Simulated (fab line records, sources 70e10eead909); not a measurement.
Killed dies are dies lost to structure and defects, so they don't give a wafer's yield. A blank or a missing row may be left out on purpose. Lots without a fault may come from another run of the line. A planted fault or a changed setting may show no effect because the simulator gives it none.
Chamber matching | flow nand_harc | NHARC_A_SLIT_DEP_25 on pecvd-02: 3 sister chambers
The step deposits SiO2, target thk 200 nm. 3 wafers are shown with their chamber, then 9 later ones without.

WAFERS WITH THEIR CHAMBER
wafer  | chamber | throttle_valve_pct (%)
L489.2 | 1       | 16.3
L489.4 | 0       | 16.4
L489.6 | 2       | 15.3

WAFERS WITHOUT THEIR CHAMBER
wafer  | throttle_valve_pct (%)
L492.2 | 16.5
L492.4 | 16.0
L492.5 | 16.4
L499.1 | 15.5
L499.2 | 15.5
L499.6 | 16.0
L500.3 | 15.7
L500.5 | 16.2
L500.6 | 15.9

WHICH CHAMBER EACH WENT THROUGH
wafer  | from the rows above          | in truth
L492.2 | can't be placed: 0 or 1      | 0
L492.4 | can't be placed: 1 or 0 or 2 | 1
L492.5 | can't be placed: 0 or 1      | 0
L499.1 | 2                            | 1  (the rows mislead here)
L499.2 | 2                            | 2
L499.6 | can't be placed: 1 or 0 or 2 | 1
L500.3 | can't be placed: 2 or 1 or 0 | 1
L500.5 | can't be placed: 1 or 0      | 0
L500.6 | can't be placed: 1 or 0 or 2 | 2
Placed correctly: 1 of 9. Can't be placed from these rows: 7 (the true chamber is among the candidates in 7). Placed wrongly: 1.
How it was worked out, from the rows above alone: a wafer's distance from a chamber is the root of the sum, over the readings, of the square of ((its reading less the chamber's mean) divided by the reading's scatter). The wafer belongs to the nearest chamber; if the next one is less than 2 further off, it can't be placed. A chamber's mean is the mean of its shown wafers. The scatter: with one shown wafer a chamber, the root of the mean of the squares of how far each hidden wafer lies from its nearest shown one.
